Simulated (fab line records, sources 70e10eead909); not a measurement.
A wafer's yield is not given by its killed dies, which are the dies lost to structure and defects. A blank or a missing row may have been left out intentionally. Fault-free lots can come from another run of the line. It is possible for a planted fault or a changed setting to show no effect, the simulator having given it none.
Which tool did it? -- flow nand-harc -- 6 lots, 17 wafers sampled, at 2 steps of a route of 1159

## WHAT EACH GAUGE READ, for each wafer
NHARC_A_M0_INSPECT_27.
lot,measured,on,raw-defect-count
L455,day 17 23:42,defect-inspect-01,343 378 334
L463,day 19 21:53,defect-inspect-02,335 351
L470,day 21 19:29,defect-inspect-02,412 486 369
L472,day 22 04:05,defect-inspect-01,421 330 317
L475,day 23 17:04,defect-inspect-01,411 398 432
L476,day 23 17:59,defect-inspect-01,359 435 462

## EACH LOT AND THE TOOL THAT RAN IT (in order: tool; ch and the chambers of the sampled wafers; start)
lot,NHARC_A_M0_ANNEAL_30
L455,"rtp-anneal-02 ch 0, day 17 22:52"
L463,"rtp-anneal-02 ch 0, day 19 21:05"
L470,"rtp-anneal-01 ch 0, day 21 18:40"
L472,"rtp-anneal-02 ch 0, day 22 03:24"
L475,"rtp-anneal-02 ch 0, day 23 16:22"
L476,"rtp-anneal-01 ch 0, day 23 17:10"
- NHARC_A_M0_ANNEAL_30: time 90 s.

## THE ANSWER, worked out from the rows above alone
Rule: the usual values come from the lots themselves. The widest of any qualifying gaps counts: lots, ordered by their means at a reading, are off when they make up no more than a third of the lots, leave a main group of 4 or more, and stand apart from it by 3 or more times the standard deviation of that group's means. A main group is skipped when, at the precision printed for the reading in the tables above, its means are all equal. Also off: a lot with no number at a reading for which 4 or more lots have one. The other lots that the step has rows for count as sound.
None of the lots is off at any reading shown; this tells nothing.

## WHAT THE SIMULATOR HAD INSERTED
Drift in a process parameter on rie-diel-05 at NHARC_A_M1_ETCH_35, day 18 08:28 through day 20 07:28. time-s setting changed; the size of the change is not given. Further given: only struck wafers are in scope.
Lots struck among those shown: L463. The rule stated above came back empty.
